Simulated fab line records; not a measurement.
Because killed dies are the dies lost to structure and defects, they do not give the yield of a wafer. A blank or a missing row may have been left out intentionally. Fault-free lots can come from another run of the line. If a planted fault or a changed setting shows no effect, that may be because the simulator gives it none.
One fault through the eyes of 3 desks ; flow n5 finfet ; only its own numbers are on each desk; what lay behind them is given at the end

## AT THE METROLOGY DESK
What the gauges read for every lot (on any tool): the sampled wafers with a number, averaged. If a lot's mean is further than 4 standard deviations from the usual mean, the lot is out of limits and carries the mark OUT (the distance appears in the brackets). Shown here are 7 of its 11 readings, the ones lying furthest out on some lot.
Columns: A = cd nm at N5_GATE_CUT_CD_MEAS_13, usual 19.97 nm; B = DIBL_P at N5_BEOL_M4_RC_MEAS_101, usual 36.6 mV/V; C = IOFF_P at N5_BEOL_M4_RC_MEAS_101, usual 0.21 nA/um; D = ION_N at N5_BEOL_M4_RC_MEAS_101, usual 675 uA/um; E = ION_P at N5_BEOL_M4_RC_MEAS_101, usual 460 uA/um; F = SS_N at N5_BEOL_M4_RC_MEAS_101, usual 71.4 mV/dec; G = VT_P at N5_BEOL_M4_RC_MEAS_101, usual -252 mV
lot;first seen here;A;B;C;D;E;F;G
L739;day 5 06:22;19.71;37.2;0.21;672;458;71.9;-252
L740;day 5 11:02;19.76;36.3;0.19;674;460;71.7;-253
L741;day 5 17:59;19.94;36.1;0.19;675;462;71.1;-250
L742;day 5 23:58;20.14;35.8;0.21;681;466;71.3;-250
L743;day 6 04:47;19.96;37.6;0.20;670;452;71.5;-253
L745;day 6 17:55;20.02;35.0;0.17;677;460;71.3;-252
L748;day 7 13:42;19.99;34.7;0.17;672;460;71.2;-254
L749;day 7 23:43;19.65;36.0;0.19;670;454;71.3;-253
L757;day 9 19:11;19.95;36.5;0.24;689;471;71.4;-247
L758;day 10 06:04;19.87;37.6;0.23;685;467;71.6;-249
Result from this desk: across the 10 lots, nothing is out of limits.

## THE DEFECT DESK
What the inspections along the route counted, lot by lot: means of the sampled wafers that have a number. If a lot's mean is further than 4 standard deviations from the usual mean, the lot is out of limits and carries the mark OUT (the distance appears in the brackets).
Columns: A = raw defect count at N5_GATE_CUT_INSPECT_15, usual 133
lot;first seen here;A
L739;day 5 06:28;111
L740;day 5 11:08;109
L741;day 5 18:05;138
L742;day 6 00:03;128
L743;day 6 04:52;139
L745;day 6 18:00;132
L748;day 7 13:47;182
L749;day 7 23:48;136
L757;day 9 19:17;95
L758;day 10 06:10;124
Result from this desk: across the 10 lots, nothing is out of limits.

## TOOL OWNER'S DESK, rie metal-01
The tool's own readings at N5_GATE_CUT_CUT_ETCH_53 (etches W in SF6/Cl2, target depth 79.2 nm): means of the sampled wafers that have a number, for each lot that ran on this tool. If a lot's mean is further than 4 standard deviations from the usual mean, the lot is out of limits and carries the mark OUT (the distance appears in the brackets).
Columns: A = chamber pressure mTorr at N5_GATE_CUT_CUT_ETCH_53, usual 8.001 mTorr; B = drypump motor current A at N5_GATE_CUT_CUT_ETCH_53, usual 5.47 A; C = etch rf on time s at N5_GATE_CUT_CUT_ETCH_53, usual 26.1 s; D = oes product au at N5_GATE_CUT_CUT_ETCH_53, usual 0.66 a.u.; E = rf fwd power W at N5_GATE_CUT_CUT_ETCH_53, usual 878.3 W; F = throttle valve pct at N5_GATE_CUT_CUT_ETCH_53, usual 29.00 %
lot;first seen here;A;B;C;D;E;F
L739;day 5 06:53;7.999;5.40;26.8;0.52;880.2;29.03
L743;day 6 05:18;7.999;5.30;27.1;0.51;875.6;29.09
L745;day 6 18:26;8.008;5.46;26.4;0.52;876.3;29.00
L749;day 8 00:20;8.000;5.50;32.9 (+11) OUT;0.79;663.9 (-71) OUT;28.54
This desk finds L749 out of limits, L749 being first, at day 8 00:20 (etch rf on time s at N5_GATE_CUT_CUT_ETCH_53). In limits: L739, L743, L745.

## BROUGHT TOGETHER
At day 8 00:20, on L749, the tool owner's desk was in a position to raise an alarm.
The metrology desk saw nothing out of limits.
Nothing the defect desk looked at was out of limits.
The metrology desk holds a record of L749, inside its limits.
The defect desk has L749 on record, within its limits.
On rie metal-01, each named lot ran N5_GATE_CUT_CUT_ETCH_53.

## WHAT THE SIMULATOR PUT IN
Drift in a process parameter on rie metal-01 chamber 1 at N5_GATE_CUT_CUT_ETCH_53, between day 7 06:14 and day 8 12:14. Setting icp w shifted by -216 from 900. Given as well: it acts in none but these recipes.
Lots struck among those shown: L749.
Each desk's first reading out of limits, in hours after the fault started: the tool owner's desk, 18.
